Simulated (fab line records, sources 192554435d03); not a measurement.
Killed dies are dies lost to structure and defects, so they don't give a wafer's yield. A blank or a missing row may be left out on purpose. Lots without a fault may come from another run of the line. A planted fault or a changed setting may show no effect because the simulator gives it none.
Which tool did it? | flow n5_finfet | 14 lots, 39 wafers sampled, at 7 steps of a route of 1938

WHAT THE GAUGES READ, wafer by wafer
N5_GATE_CUT_INSPECT_26: inspects for defects (darkfield). Usual: raw_defect_count 43, standard deviation 19.
lot  | measured     | on                | raw_defect_count | flag
L872 | day 4 16:52  | defect_inspect-01 | 24 46 37         |
L874 | day 5 06:38  | defect_inspect-02 | 32 42 48         |
L875 | day 5 11:21  | defect_inspect-02 | 37 56 49         |
L884 | day 7 14:26  | defect_inspect-01 | 61 33            |
L885 | day 8 00:40  | defect_inspect-02 | 29 34 22         |
L886 | day 8 01:44  | defect_inspect-02 | 43 25 28         |
L887 | day 8 08:38  | defect_inspect-02 | 37 39 97         |
L888 | day 8 20:52  | defect_inspect-01 | 50 56            |
L890 | day 9 04:55  | defect_inspect-02 | 47 36            |
L891 | day 9 11:31  | defect_inspect-01 | 52 28 34         |
L892 | day 9 15:57  | defect_inspect-01 | 53 67 50         |
L893 | day 9 23:07  | defect_inspect-02 | 41 25 45         |
L894 | day 10 06:28 | defect_inspect-02 | 28 35 32         |
L895 | day 10 10:58 | defect_inspect-02 | 18 22 59         |

N5_MOL_CONTACT_COAG_CD_MEAS_99: target cd 17.2 nm. Usual: cd_nm 17.1 nm, standard deviation 0.36.
lot  | measured     | on        | cd_nm (nm)     | flag
L872 | day 4 17:55  | cd_sem-01 | 17.2 17.7 17.8 |
L874 | day 5 07:28  | cd_sem-01 | - - -          | OFF
L875 | day 5 12:24  | cd_sem-03 | - - -          | OFF
L884 | day 7 15:15  | cd_sem-03 | 17.0 17.6      |
L885 | day 8 01:32  | cd_sem-02 | 17.1 17.7 16.9 |
L886 | day 8 02:45  | cd_sem-03 | 17.4 16.8 17.1 |
L887 | day 8 09:40  | cd_sem-03 | 16.2 17.3 17.5 |
L888 | day 8 22:01  | cd_sem-03 | 17.0 16.9      |
L890 | day 9 05:52  | cd_sem-02 | 16.6 17.5      |
L891 | day 9 12:20  | cd_sem-03 | 17.3 17.1 17.4 |
L892 | day 9 16:53  | cd_sem-01 | 16.8 17.2 17.2 |
L893 | day 10 00:17 | cd_sem-03 | 17.9 17.1 17.4 |
L894 | day 10 07:38 | cd_sem-03 | 17.0 17.2 17.1 |
L895 | day 10 11:58 | cd_sem-03 | 17.2 16.5 17.4 |

N5_BEOL_M4_RC_MEAS_101. Usual: DIBL_N 36.6 mV/V, standard deviation 2.1; DIBL_P 36.3 mV/V, standard deviation 2.2; IOFF_N 0.16 nA/um, standard deviation 0.036; IOFF_P 0.21 nA/um, standard deviation 0.038; ION_N 671 uA/um, standard deviation 12; ION_P 460 uA/um, standard deviation 7.5; SS_N 71.8 mV/dec, standard deviation 0.72; SS_P 73.3 mV/dec, standard deviation 0.72; VT_N 250 mV, standard deviation 3.2; VT_P -250 mV, standard deviation 3.5.
lot  | measured     | on        | DIBL_N (mV/V)  | DIBL_P (mV/V)  | IOFF_N (nA/um) | IOFF_P (nA/um) | ION_N (uA/um) | ION_P (uA/um) | SS_N (mV/dec)  | SS_P (mV/dec)  | VT_N (mV)   | VT_P (mV)      | flag
L872 | day 7 18:29  | prober-02 | 40.1 35.0 37.9 | 39.8 35.4 38.1 | 0.20 0.12 0.16 | 0.21 0.16 0.19 | 675 655 669   | 456 453 456   | 72.6 71.2 71.4 | 73.9 72.8 73.9 | 248 253 252 | -254 -257 -257 |
L884 | day 10 11:11 | prober-01 | 36.3 38.9      | 36.0 39.8      | 0.15 0.22      | 0.20 0.26      | 648 677       | 449 462       | 71.5 72.6      | 72.8 73.6      | 251 246     | -248 -245      |
L885 | day 11 02:44 | prober-01 | 40.5 42.0 40.0 | 39.9 42.1 37.6 | 0.23 0.27 0.20 | 0.26 0.30 0.21 | 696 694 666   | 469 470 452   | 72.1 73.8 73.2 | 74.7 74.8 73.8 | 244 246 249 | -249 -244 -251 |
L886 | day 11 03:21 | prober-01 | 34.3 35.9 36.2 | 34.3 36.8 37.5 | 0.13 0.16 0.17 | 0.17 0.21 0.22 | 644 667 673   | 444 463 458   | 72.1 71.9 72.4 | 73.3 72.9 73.7 | 256 250 246 | -256 -252 -251 |
L887 | day 11 07:45 | prober-02 | 36.7 36.1 38.2 | 37.9 37.2 38.9 | 0.18 0.16 0.19 | 0.20 0.19 0.22 | 693 675 673   | 467 455 460   | 71.2 70.8 72.4 | 73.5 73.3 73.5 | 249 250 251 | -253 -253 -248 |
L888 | day 12 03:55 | prober-01 | 34.9 40.3      | 32.9 40.3      | 0.12 0.23      | 0.14 0.26      | 655 696       | 446 465       | 71.3 72.1      | 72.5 75.3      | 257 245     | -259 -249      |
L890 | day 12 11:01 | prober-02 | 34.1 36.6      | 35.0 37.4      | 0.13 0.18      | 0.18 0.21      | 680 669       | 464 456       | 71.4 72.4      | 72.3 73.0      | 249 249     | -251 -252      |
L891 | day 12 15:39 | prober-01 | 37.1 36.6 35.7 | 38.6 35.5 35.3 | 0.14 0.13 0.12 | 0.21 0.16 0.16 | 657 653 648   | 457 443 447   | 71.7 71.6 71.1 | 74.2 73.5 72.5 | 252 254 255 | -251 -257 -254 |
L892 | day 12 19:21 | prober-02 | 37.9 35.5 36.4 | 37.7 35.2 36.9 | 0.18 0.14 0.16 | 0.22 0.19 0.22 | 672 667 682   | 451 457 462   | 71.8 71.7 71.6 | 73.7 72.5 73.5 | 250 254 249 | -253 -254 -251 |
L893 | day 13 02:57 | prober-01 | 37.2 33.6 34.7 | 35.3 32.8 33.9 | 0.16 0.12 0.14 | 0.24 0.21 0.21 | 658 666 667   | 456 468 469   | 72.2 70.6 70.3 | 73.5 72.2 72.7 | 251 255 247 | -246 -249 -246 |
L894 | day 13 11:47 | prober-01 | 36.2 36.7 34.0 | 34.9 35.4 31.1 | 0.14 0.14 0.10 | 0.17 0.19 0.13 | 672 673 659   | 461 463 451   | 71.9 71.5 70.7 | 72.5 73.0 71.5 | 251 250 254 | -255 -253 -258 |
L895 | day 13 12:16 | prober-02 | 35.4 36.7 36.5 | 34.1 37.2 36.3 | 0.15 0.17 0.16 | 0.20 0.27 0.23 | 671 686 678   | 462 478 467   | 70.7 71.8 71.5 | 73.4 73.5 74.0 | 250 247 249 | -248 -245 -246 |

WHICH TOOL RAN EACH LOT (tool, then ch and the chambers of the sampled wafers, then the start)
lot  | N5_GATE_CUT_CMP_23            | N5_MOL_CONTACT_COAG_CONTACT_ETCH_14 | N5_MOL_CONTACT_COAG_ETCH_15        | N5_MOL_CONTACT_COAG_STRIP_98
L872 | cmp-03 ch 0,1,2, day 4 15:49  | rie_diel-01 ch 1,2,3, day 4 17:42   | rie_diel-01 ch 1,2,3, day 4 17:44  | rie_diel-01 ch 1,2,3, day 4 17:51
L874 | cmp-03 ch 0,1,2, day 5 05:40  | rie_diel-04 ch 1,2, day 5 07:15     | rie_diel-04 ch 1,2, day 5 07:17    | rie_diel-04 ch 1,2, day 5 07:23
L875 | cmp-02 ch 0,2, day 5 10:22    | rie_diel-02 ch 2,3, day 5 12:11     | rie_diel-02 ch 2,3, day 5 12:13    | rie_diel-02 ch 2,3, day 5 12:20
L884 | cmp-01 ch 0,2, day 7 13:26    | rie_diel-02 ch 2,3, day 7 15:02     | rie_diel-02 ch 2,3, day 7 15:04    | rie_diel-02 ch 2,3, day 7 15:11
L885 | cmp-02 ch 0,3, day 7 23:29    | rie_diel-01 ch 0,3, day 8 01:19     | rie_diel-01 ch 0,3, day 8 01:20    | rie_diel-01 ch 0,3, day 8 01:27
L886 | cmp-01 ch 0,1,3, day 8 00:44  | rie_diel-02 ch 0,2,3, day 8 02:32   | rie_diel-02 ch 0,2,3, day 8 02:34  | rie_diel-02 ch 0,2,3, day 8 02:40
L887 | cmp-01 ch 0,1,3, day 8 07:38  | rie_diel-01 ch 1,3, day 8 09:27     | rie_diel-01 ch 1,3, day 8 09:29    | rie_diel-01 ch 1,3, day 8 09:35
L888 | cmp-02 ch 2,3, day 8 19:56    | rie_diel-04 ch 1,2, day 8 21:49     | rie_diel-04 ch 1,2, day 8 21:50    | rie_diel-04 ch 1,2, day 8 21:57
L890 | cmp-01 ch 0,1, day 9 03:58    | rie_diel-04 ch 0,1, day 9 05:38     | rie_diel-04 ch 0,1, day 9 05:41    | rie_diel-04 ch 0,1, day 9 05:47
L891 | cmp-03 ch 0,1,3, day 9 10:29  | rie_diel-01 ch 0,2,3, day 9 12:07   | rie_diel-01 ch 0,2,3, day 9 12:10  | rie_diel-01 ch 0,2,3, day 9 12:16
L892 | cmp-03 ch 0,1, day 9 14:57    | rie_diel-01 ch 1,2,3, day 9 16:40   | rie_diel-01 ch 1,2,3, day 9 16:43  | rie_diel-01 ch 1,2,3, day 9 16:49
L893 | cmp-01 ch 0,1,3, day 9 21:59  | rie_diel-04 ch 0,2, day 10 00:04    | rie_diel-04 ch 0,2, day 10 00:06   | rie_diel-04 ch 0,2, day 10 00:13
L894 | cmp-01 ch 0,1,2, day 10 05:28 | rie_diel-04 ch 0,1,3, day 10 07:25  | rie_diel-04 ch 0,1,3, day 10 07:28 | rie_diel-04 ch 0,1,3, day 10 07:34
L895 | cmp-03 ch 1,3, day 10 09:58   | rie_diel-04 ch 0,1, day 10 11:45    | rie_diel-04 ch 0,1, day 10 11:47   | rie_diel-04 ch 0,1, day 10 11:53
- N5_GATE_CUT_CMP_23: polishes, stops on SiO2, t overpolish 23.4 s, target thk 16 nm.
- N5_MOL_CONTACT_COAG_CONTACT_ETCH_14: etches SiO2 in C4F6/O2, target depth 27.5 nm, overetch 8.5 nm, time 20 s.
- N5_MOL_CONTACT_COAG_ETCH_15: etches SiNx in CH3F/O2, stops on Si:P, target depth 7 nm.
- N5_MOL_CONTACT_COAG_STRIP_98: strips in N2/H2.

WHAT THE TOOLS THEMSELVES READ (means of the sampled wafers that have a number; where no wafer has one, the mark that the record gives instead)
N5_GATE_CUT_CMP_23. Usual: motor_current_A 8.7 A, standard deviation 0.77; overpolish_run_s 23.400 s, standard deviation 0.0086; pad_life_wafers 1236, standard deviation 740; time_to_endpoint_s 20.3 s, standard deviation 2.4.
lot  | tool   | motor_current_A (A) | overpolish_run_s (s) | pad_life_wafers | time_to_endpoint_s (s) | flag
L872 | cmp-03 | 9.2                 | 23.406               | 1723            | 18.7                   |
L874 | cmp-03 | 9.1                 | 23.405               | 1784            | 19.2                   |
L875 | cmp-02 | 9.5                 | 23.400               | 1070            | 21.6                   |
L884 | cmp-01 | 8.0                 | 23.404               | 1880            | 23.0                   |
L885 | cmp-02 | 9.3                 | 23.404               | 1579            | 20.6                   |
L886 | cmp-01 | 7.9                 | 23.401               | 1952            | 22.8                   |
L887 | cmp-01 | 7.9                 | 23.389               | 2000            | 22.1                   |
L888 | cmp-02 | 9.1                 | 23.402               | 1767            | 20.5                   |
L890 | cmp-01 | 7.5                 | 23.386               | 62              | 23.2                   |
L891 | cmp-03 | 8.7                 | 23.407               | 319             | 19.9                   |
L892 | cmp-03 | 9.3                 | 23.394               | 343             | 17.0                   |
L893 | cmp-01 | 7.9                 | 23.401               | 218             | 21.0                   |
L894 | cmp-01 | 7.9                 | 23.402               | 296             | 21.3                   |
L895 | cmp-03 | 8.3                 | 23.400               | 524             | 21.1                   |

N5_MOL_CONTACT_COAG_CONTACT_ETCH_14. Usual: C4F6_flow_sccm 16.00 sccm, standard deviation 0.05; O2_flow_sccm 10.00 sccm, standard deviation 0.031; drypump_motor_current_A 5.9 A, standard deviation 0.38; oes_product_au 0.68 a.u., standard deviation 0.07; rf_vpp_V 693.0 V, standard deviation 2.5; showerhead_plenum_p_Torr 2.89 Torr, standard deviation 0.077; throttle_valve_pct 21.33 %, standard deviation 0.28.
lot  | tool        | C4F6_flow_sccm (sccm) | O2_flow_sccm (sccm) | drypump_motor_current_A (A) | oes_product_au (a.u.) | rf_vpp_V (V) | showerhead_plenum_p_Torr (Torr) | throttle_valve_pct (%) | flag
L872 | rie_diel-01 | 15.98                 | 10.02               | 6.0                         | 0.63                  | 695.6        | 2.95                            | 21.45                  |
L874 | rie_diel-04 | -                     | -                   | -                           | -                     | -            | -                               | -                      | OFF
L875 | rie_diel-02 | -                     | -                   | -                           | -                     | -            | -                               | -                      | OFF
L884 | rie_diel-02 | 16.03                 | 10.00               | 5.8                         | 0.64                  | 693.8        | 2.94                            | 21.15                  |
L885 | rie_diel-01 | 16.05                 | 10.01               | 5.8                         | 0.64                  | 688.6        | 2.79                            | 21.60                  |
L886 | rie_diel-02 | 16.03                 | 9.99                | 5.8                         | 0.64                  | 693.9        | 2.91                            | 21.23                  |
L887 | rie_diel-01 | 16.01                 | 10.03               | 5.7                         | 0.72                  | 693.5        | 2.92                            | 21.54                  |
L888 | rie_diel-04 | 15.95                 | 10.00               | 6.0                         | 0.64                  | 692.7        | 2.88                            | 21.40                  |
L890 | rie_diel-04 | 16.00                 | 9.98                | 6.2                         | 0.74                  | 693.4        | 2.87                            | 20.97                  |
L891 | rie_diel-01 | 15.96                 | 9.98                | 6.0                         | 0.69                  | 690.9        | 2.86                            | 21.43                  |
L892 | rie_diel-01 | 15.98                 | 9.99                | 6.0                         | 0.75                  | 693.8        | 2.93                            | 21.32                  |
L893 | rie_diel-04 | 16.08                 | 9.98                | 5.7                         | 0.69                  | 694.0        | 2.93                            | 21.02                  |
L894 | rie_diel-04 | 15.99                 | 9.98                | 5.9                         | 0.68                  | 692.1        | 2.85                            | 21.22                  |
L895 | rie_diel-04 | 15.98                 | 10.00               | 6.4                         | 0.71                  | 691.4        | 2.84                            | 21.06                  |

N5_MOL_CONTACT_COAG_ETCH_15. Usual: CH3F_flow_sccm 30.00 sccm, standard deviation 0.085; O2_flow_sccm 20.00 sccm, standard deviation 0.058; drypump_motor_current_A 5.9 A, standard deviation 0.38; oes_product_au 0.58 a.u., standard deviation 0.061; rf_vpp_V 297 V, standard deviation 4.9; showerhead_plenum_p_Torr 2.01 Torr, standard deviation 0.056; throttle_valve_pct 16.39 %, standard deviation 0.28.
lot  | tool        | CH3F_flow_sccm (sccm) | O2_flow_sccm (sccm) | drypump_motor_current_A (A) | oes_product_au (a.u.) | rf_vpp_V (V) | showerhead_plenum_p_Torr (Torr) | throttle_valve_pct (%) | flag
L872 | rie_diel-01 | 30.01                 | 20.02               | 5.9                         | 0.55                  | 303          | 2.05                            | 16.52                  |
L874 | rie_diel-04 | 29.98                 | 19.99               | 5.8                         | 0.28                  | 296          | 2.03                            | 16.45                  | OFF
L875 | rie_diel-02 | 29.98                 | 20.09               | 5.9                         | 0.30                  | 295          | 2.04                            | 16.11                  | OFF
L884 | rie_diel-02 | 30.09                 | 19.97               | 5.8                         | 0.55                  | 298          | 2.04                            | 16.24                  |
L885 | rie_diel-01 | 30.02                 | 19.99               | 5.8                         | 0.55                  | 297          | 1.93                            | 16.67                  |
L886 | rie_diel-02 | 29.92                 | 20.00               | 5.8                         | 0.55                  | 297          | 2.03                            | 16.33                  |
L887 | rie_diel-01 | 29.92                 | 20.02               | 5.7                         | 0.62                  | 301          | 2.03                            | 16.52                  |
L888 | rie_diel-04 | 30.04                 | 19.98               | 6.0                         | 0.55                  | 294          | 2.00                            | 16.45                  |
L890 | rie_diel-04 | 30.02                 | 19.97               | 6.2                         | 0.64                  | 293          | 1.99                            | 16.04                  |
L891 | rie_diel-01 | 29.97                 | 20.06               | 6.0                         | 0.59                  | 301          | 1.99                            | 16.47                  |
L892 | rie_diel-01 | 29.97                 | 19.93               | 5.9                         | 0.64                  | 303          | 2.04                            | 16.32                  |
L893 | rie_diel-04 | 30.01                 | 20.00               | 5.7                         | 0.60                  | 293          | 2.04                            | 16.10                  |
L894 | rie_diel-04 | 29.98                 | 19.99               | 5.9                         | 0.59                  | 295          | 1.98                            | 16.29                  |
L895 | rie_diel-04 | 30.10                 | 20.06               | 6.3                         | 0.62                  | 293          | 1.97                            | 16.12                  |

N5_MOL_CONTACT_COAG_STRIP_98. Usual: drypump_motor_current_A 5.9 A, standard deviation 0.38; oes_product_au 0.80 a.u., standard deviation 0.091; power_w 500.3 W, standard deviation 1.4; rf_vpp_V 54.3 V, standard deviation 1.5; showerhead_plenum_p_Torr 3.37 Torr, standard deviation 0.084; throttle_valve_pct 19.0 %, standard deviation 0.42.
lot  | tool        | drypump_motor_current_A (A) | oes_product_au (a.u.) | power_w (W) | rf_vpp_V (V) | showerhead_plenum_p_Torr (Torr) | throttle_valve_pct (%) | flag
L872 | rie_diel-01 | 6.0                         | 0.75                  | 499.7       | 55.0         | 3.44                            | 19.1                   |
L874 | rie_diel-04 | 5.8                         | 0.74                  | 499.8       | 55.6         | 3.41                            | 19.0                   |
L875 | rie_diel-02 | 5.9                         | 0.80                  | 500.6       | 53.3         | 3.42                            | 18.7                   |
L884 | rie_diel-02 | 5.8                         | 0.76                  | 499.6       | 52.4         | 3.42                            | 18.8                   |
L885 | rie_diel-01 | 5.8                         | 0.75                  | 502.0       | 53.3         | 3.25                            | 19.4                   |
L886 | rie_diel-02 | 5.9                         | 0.76                  | 499.7       | 54.9         | 3.40                            | 18.9                   |
L887 | rie_diel-01 | 5.7                         | 0.85                  | 500.7       | 55.2         | 3.41                            | 19.3                   |
L888 | rie_diel-04 | 6.0                         | 0.74                  | 501.9       | 54.9         | 3.36                            | 19.1                   |
L890 | rie_diel-04 | 6.2                         | 0.88                  | 499.8       | 55.7         | 3.35                            | 18.6                   |
L891 | rie_diel-01 | 6.0                         | 0.82                  | 499.6       | 54.6         | 3.33                            | 19.0                   |
L892 | rie_diel-01 | 6.0                         | 0.89                  | 499.7       | 55.8         | 3.41                            | 18.9                   |
L893 | rie_diel-04 | 5.7                         | 0.82                  | 500.1       | 53.7         | 3.44                            | 18.7                   |
L894 | rie_diel-04 | 5.9                         | 0.80                  | 499.9       | 53.5         | 3.33                            | 18.9                   |
L895 | rie_diel-04 | 6.4                         | 0.84                  | 501.1       | 54.0         | 3.31                            | 18.7                   |

THE ANSWER, worked out from the rows above alone
Rule: a lot is off if the mean of its wafers that have a number lies more than 3 standard deviations from the usual mean. A lot without any number at a reading at which 4 lots or more have one is off too. The other lots that the step has rows for count as sound. The gauges are gone through in route order, then the tools' own readings, and for those a lot's mean is taken as printed above. The first step at which some lot is off is used, and at that step the reading that is off furthest; a lot without a number counts as furthest.
Off: L874, L875, at N5_MOL_CONTACT_COAG_CD_MEAS_99 (cd_nm). Without a number there: L874, L875.
A tool fits if, at a process step before that reading, it ran every lot that is off, and no sound lot after the first of them. The gauges at N5_MOL_CONTACT_COAG_CD_MEAS_99 aren't tried: what is off there is off at N5_MOL_CONTACT_COAG_CONTACT_ETCH_14 too, on other tools, and a gauge's error can't cause that. None of those tried fits.

WHAT THE SIMULATOR HAD PUT IN
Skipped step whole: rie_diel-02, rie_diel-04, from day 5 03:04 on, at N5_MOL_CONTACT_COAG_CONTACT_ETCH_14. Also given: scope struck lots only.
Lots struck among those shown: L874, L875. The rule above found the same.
